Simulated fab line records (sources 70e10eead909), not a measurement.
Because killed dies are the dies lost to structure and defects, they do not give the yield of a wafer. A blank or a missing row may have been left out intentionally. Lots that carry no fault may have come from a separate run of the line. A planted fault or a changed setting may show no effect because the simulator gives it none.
A lot that was struck, set against a sound lot + flow nandHarc + 18 steps out of a route of 1302
Sound: these wafers, L550.1, L550.3, L550.6. Wafers L558.2, L558.5, L558.6 were the ones struck. Last of all comes the cause.
At each step with rows: each side's tool, then ch and its chambers, then its first start. Under that, the readings that differ: sound wafers + struck wafers + difference of the means + sigmas: that difference in standard deviations of wafers without a fault.
alike: words and numbers the same on both sides, and readings whose means are apart by under 2 such deviations; not compared: readings that were withheld, readings missing a value for some wafer, numbers with overlapping values and no deviation given by the record, and bounds like >300 which may hide the same value.
A row with sigmas, a row that says differs or no value, or rows on one side alone: a step with any of these is where the two part. Non-overlapping numbers with no deviation appear without sigmas and do not part them. Lack of a reading on every wafer of one side parts them only where that side has two or more wafers.

NHARC_A_M1_PRE_CLEAN_32: time 12 s.
  sound on pecvd-04 ch 0,1,2, day 24 04:56; struck on pecvd-01 ch 0,2, day 28 00:52
  alike: heaterPowerW
NHARC_A_M1_DEP_33: deposits SiCN, target thk 30 nm.
  sound on pecvd-04 ch 0,1,2, day 24 05:01; struck on pecvd-01 ch 0,2, day 28 00:59
  alike: heaterPowerW
NHARC_A_BONDPAD_DEP_00: deposits SiCN, target thk 250 nm.
  sound on pecvd-01 ch 0,1,2, day 24 05:34; struck on pecvd-01 ch 0,2
  alike: heaterPowerW
NHARC_A_BONDPAD_CMP_29: polishes SiCN, target thk 200 nm.
  sound on cmp-04 ch 1,2, day 24 05:59; struck on cmp-02 ch 2,3, day 28 01:54
  alike: edgeZonePressureFrac, motorCurrentA
NHARC_A_BONDPAD_THK_MEAS_30: measures by ellipsometry.
  sound: filmMetro-02 at day 24 06:14; struck: filmMetro-02 at day 28 02:09
  alike: thkNm
then, 7 steps without rows for these wafers: NHARC_A_BONDPAD_SRD_31; NHARC_A_BONDPAD_DEHYDRATE_01 (time 120 s); NHARC_A_BONDPAD_HMDS_02 (time 30 s); NHARC_A_BONDPAD_COAT_33 (time 65 s); NHARC_A_BONDPAD_COAT_03 (resist thk 600 nm); NHARC_A_BONDPAD_SOFTBAKE_04 (time 70 s); NHARC_A_BONDPAD_EBR_05.
NHARC_A_BONDPAD_EXPOSE_06: exposes mask A BPAD.
  sound on krfScanner-02 ch 0, day 24 06:39; struck on krfScanner-02 ch 0, day 28 02:26
| reading           | sound             | struck            | difference | sigmas      |
|-------------------|-------------------|-------------------|------------|-------------|
| exposureDoseMJCm2 | 36.97 36.97 36.96 | 54.03 54.02 54.00 | +17.05     | +99 or more |
  alike: mask
then, 2 steps without rows for these wafers: NHARC_A_BONDPAD_PEB_07 (peb time 80 s); NHARC_A_BONDPAD_DEVELOP_08 (time 50 s).
NHARC_A_BONDPAD_CD_MEAS_09: target cd 500 nm.
  sound on cdSem-02 ch 0, day 24 06:48; struck on cdSem-03 ch 0, day 28 02:35
| reading   | sound             | struck            | difference | sigmas |
|-----------|-------------------|-------------------|------------|--------|
| cdNm (nm) | 508.6 506.7 500.8 | 514.3 515.3 510.2 | +7.9       | +3     |
NHARC_A_BONDPAD_OVL_MEAS_35:
  sound: overlay-01 at day 24 06:53; struck: overlay-02 at day 28 02:41
  alike: overlayXNm, overlayYNm
NHARC_END_SORT_01:
  at this point the record logs the struck wafers (prober-01 ch 0, day 29 10:33) and has no rows for the sound ones

== WHERE THEY PART ==
Earliest at NHARC_A_BONDPAD_EXPOSE_06; latest, in this record, at NHARC_END_SORT_01.

WHY: what had been put in by the simulator
Drift in process parameters on krfScanner-02 at NHARC_A_BONDPAD_EXPOSE_06, starting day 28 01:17. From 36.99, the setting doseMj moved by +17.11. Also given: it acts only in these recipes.
